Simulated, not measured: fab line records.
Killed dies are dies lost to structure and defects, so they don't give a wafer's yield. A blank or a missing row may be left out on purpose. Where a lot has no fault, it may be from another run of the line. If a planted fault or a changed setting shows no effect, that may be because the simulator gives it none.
Chamber matching + flow nand harc + NHARC_P_BONDPAD_ETCH_37 on rie diel-03 has 4 sister chambers
The step etches the open film in N2/H2, target depth 60 nm, overetch 18 nm, time 65.91 s. 4 wafers are shown with their chamber, then 7 later ones without.

== WAFERS WITH THEIR CHAMBER ==
| wafer  | chamber | drypump motor current A (A) |
|--------|---------|-----------------------------|
| L081.1 | 1       | 6.1                         |
| L084.1 | 3       | 6.1                         |
| L084.5 | 0       | 5.4                         |
| L086.5 | 2       | 6.0                         |

== WAFERS WITH NO CHAMBER GIVEN ==
| wafer  | drypump motor current A (A) |
|--------|-----------------------------|
| L086.6 | 6.1                         |
| L093.1 | 5.5                         |
| L093.4 | 6.1                         |
| L093.6 | 6.1                         |
| L094.1 | 5.4                         |
| L094.3 | 5.9                         |
| L094.4 | 6.1                         |

== WHICH CHAMBER EACH WENT THROUGH ==
| wafer  | from the rows above          | in truth |
|--------|------------------------------|----------|
| L086.6 | can't be placed: 1 or 3 or 2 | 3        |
| L093.1 | 0                            | 0        |
| L093.4 | can't be placed: 1 or 3 or 2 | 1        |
| L093.6 | can't be placed: 1 or 3 or 2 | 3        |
| L094.1 | 0                            | 0        |
| L094.3 | can't be placed: 2 or 1 or 3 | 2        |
| L094.4 | can't be placed: 1 or 3 or 2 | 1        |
2 of 7 placed correctly. Unplaceable from these rows: 5, with the true chamber sitting among the candidates in 5. Number placed wrongly: 0.
How it was worked out, from the rows above alone: a wafer's distance from a chamber is the root of the sum, over the readings, of the square of ((its reading less the chamber's mean) divided by the reading's scatter). If the next closest chamber is less than 2 further off than the closest, the wafer can't be placed; otherwise it belongs to the closest. The mean given for a chamber averages the wafers shown for that chamber. The scatter: root of mean squared gap, hidden wafer to nearest shown wafer, with one shown wafer a chamber.
